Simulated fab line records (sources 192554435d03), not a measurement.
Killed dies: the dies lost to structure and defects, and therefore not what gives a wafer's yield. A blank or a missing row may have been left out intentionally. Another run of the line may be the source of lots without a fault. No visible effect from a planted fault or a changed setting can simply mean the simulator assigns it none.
A lot that was struck, set against a sound lot    flow n5Finfet    37 steps out of a route of 1938
Sound: the wafers L208.1, L208.3, L208.4. The struck wafers were L200.2, L200.4, L200.6. Last of all comes the cause.
For every step that has rows: the tool of each side, followed by ch and its chambers, followed by its first start. Under that, the readings that differ: sound wafers    struck wafers    difference of the means    sigmas: that difference in standard deviations of wafers without a fault.
alike: readings with means less than 2 such deviations apart, plus words and numbers identical on both sides. not compared: withheld readings, readings lacking a value on some wafer, bounds such as >300 that could conceal the same value, and numbers that have no deviation in the record and whose values overlap.
Wherever a step has rows on one side only, a row that says differs or no value, or a row with sigmas, the two part there. Numbers that don't overlap but have no deviation are shown without sigmas and don't part them. Lack of a reading on every wafer of one side parts them only where that side has two or more wafers.

first, 9 steps without rows for these wafers: N5_BEOL_M4_ANNEAL_95 (time 240 s); N5_BEOL_M4_SPUTTER_96 (material Cu, target thk 4.5 nm, time 8.29 s); N5_BEOL_M4_ECD_50 (material Cu, target thk 300 nm); N5_BEOL_M4_ANNEAL_51 (time 90 s); N5_BEOL_M4_CMP_52 (polishes, stops on SiOC, t overpolish 6.8 s, target thk 40 nm); N5_BEOL_M4_PRE_CLEAN_60 (time 15 s); N5_BEOL_M4_CO_CAP_55 (material Co, precursor CCTBA/H2, target thk 2 nm, time 102.1 s); N5_BEOL_M4_PRE_CLEAN_56 (time 15 s); N5_BEOL_M4_DEP_57 (deposits SiCN from 3MS/NH3, target thk 8 nm, time 14 s).
N5_BEOL_M4_RC_MEAS_101:
  sound on prober-01 ch 0, day 14 04:31; struck on prober-02 ch 0, day 12 02:04
  alike: DIBL_N, DIBL_P, IOFF_N, IOFF_P, ION_N, ION_P, SS_N, SS_P, VT_N, VT_P
then, 24 steps without rows for these wafers: N5_BEOL_M5_ILD_DEP_00 (deposits SiCOH lowk from DEMS/porogen, target thk 140.64 nm, time 25.9 s); N5_BEOL_M5_CURE_79 (cures SiCOH lowk, time 240 s); N5_BEOL_M5_PECVD_70 (deposits SiO2 from TEOS/O2, target thk 16 nm, time 18 s); N5_BEOL_M5_HM_DEP_02 (deposits TiN, target thk 20 nm); N5_BEOL_M5_COAT_59 (time 60 s, resist thk 60 nm); N5_BEOL_M5_COAT_60 (time 60 s, resist thk 12 nm); N5_BEOL_M5_COAT_71 (time 60 s, resist thk 5 nm); N5_BEOL_M5_COAT_05 (resist thk 30 nm); N5_BEOL_M5_EBR_07; N5_BEOL_M5_SOFTBAKE_06 (time 60 s); N5_BEOL_M5_EXPOSE_08 (exposes mask M5, target cd 28 nm); N5_BEOL_M5_PEB_09 (peb time 60 s); N5_BEOL_M5_DEVELOP_10 (develop time 30 s); N5_BEOL_M5_DESCUM_16 (chemistry O2, time 7 s); N5_BEOL_M5_ETCH_72 (etches underlayer in N2/H2, target depth 6.5 nm, time 5.2 s); N5_BEOL_M5_ETCH_61 (etches SiARC in CF4, target depth 15.6 nm, time 26 s); N5_BEOL_M5_ETCH_62 (etches SOC in N2/H2, target depth 75 nm, overetch 15 nm, time 112.5 s); N5_BEOL_M5_STRIP_63 (strips in N2/H2); N5_BEOL_M5_STRIP_73 (strips in N2/H2); N5_BEOL_M5_STRIP_64 (strips in CF4); N5_BEOL_M5_HM_OPEN_17 (chemistry Cl2/BCl3, target TiN, target depth 20 nm, overetch 6 nm); N5_BEOL_M5_STRIP_19 (strips in O2); N5_BEOL_M5_COAT_65 (time 60 s, resist thk 60 nm); N5_BEOL_M5_COAT_66 (time 60 s, resist thk 12 nm).
-- a jump in the record: the struck wafers' starts before and after are 3 days apart (it breaks off in module BEOL_M5 and resumes in module BEOL_M15, where the first step shown is number 1809 of the route) --
N5_BEOL_M15_TRENCH_ETCH_34: etches SiO2 in C4F8/O2/Ar, target depth 872.93 nm, time 199 s.
  sound on rieDiel-06 ch 0,1,2, day 18 08:11; struck on rieDiel-02 ch 1,2,3, day 15 07:47
  no value came back on the struck wafers for any of 11 readings (C4F8_flow_sccm (sccm), O2_flow_sccm (sccm) and others); on the sound wafers C4F8_flow_sccm (sccm) reads 15.96 15.93 15.98
reading                                    sound              struck             difference  sigmas
model.coat_of_BEOL_M15_COAT_22.thkNm (nm)  540.8 540.4 546.6  718.6 718.6 718.8  +176.1      
N5_BEOL_M15_CMP_49: polishes, stops on SiO2, t overpolish 4.9 s, target thk 850 nm.
  sound on cmp-04 ch 0,2,3, day 18 12:14; struck on cmp-04 ch 2,3, day 15 10:47
reading                                 sound          struck   difference  sigmas
model.Cu_of_BEOL_M15_ECD_47.thkNm (nm)  842 842 820.6  1.6 0 0  -834.3      
  alike: motorCurrentA
N5_PASSIVATION_PROBE_49:
  sound on prober-01, day 19 05:41; struck on prober-01, day 16 02:56
reading                  sound           struck          difference  sigmas
defectLimitedYield (%)   92.0 91.4 92.0  0 0 0           -92         -54
killed_at_M0_to_M3       25 26 23        39 45 57        +22         +2
killed_at_M4_up          16 6 17         1018 1079 1025  +1028       +99 or more
killedDies               94 101 94       1180 1180 1180  +1084       +54
killedOnRim              14 8 15         152 152 152     +140        +35
killedOpen               68 60 68        116 66 102      +29         +2
killedShort              24 40 26        63 41 64        +26         +3
sort_bin_5_function (%)  5.6 5.3 4.7     93.8 95.8 93.7  +89.2       +81
sort_bin_6_memory (%)    2.3 2.7 3.0     5.8 3.9 5.8     +2.5        +3
sortNPass                1086 1079 1086  0 0 0           -1084       -52
sortYieldPct (%)         92.0 91.4 92.0  0 0 0           -92         -54
  alike: killedAtContacts, killedAtFrontEnd, killedAtOther, sort_bin_4_leakage, sort_bin_8_speed

## WHERE THEY PART
First at N5_BEOL_M15_TRENCH_ETCH_34; last, within this record, at N5_PASSIVATION_PROBE_49.

WHY: whatever the simulator had introduced
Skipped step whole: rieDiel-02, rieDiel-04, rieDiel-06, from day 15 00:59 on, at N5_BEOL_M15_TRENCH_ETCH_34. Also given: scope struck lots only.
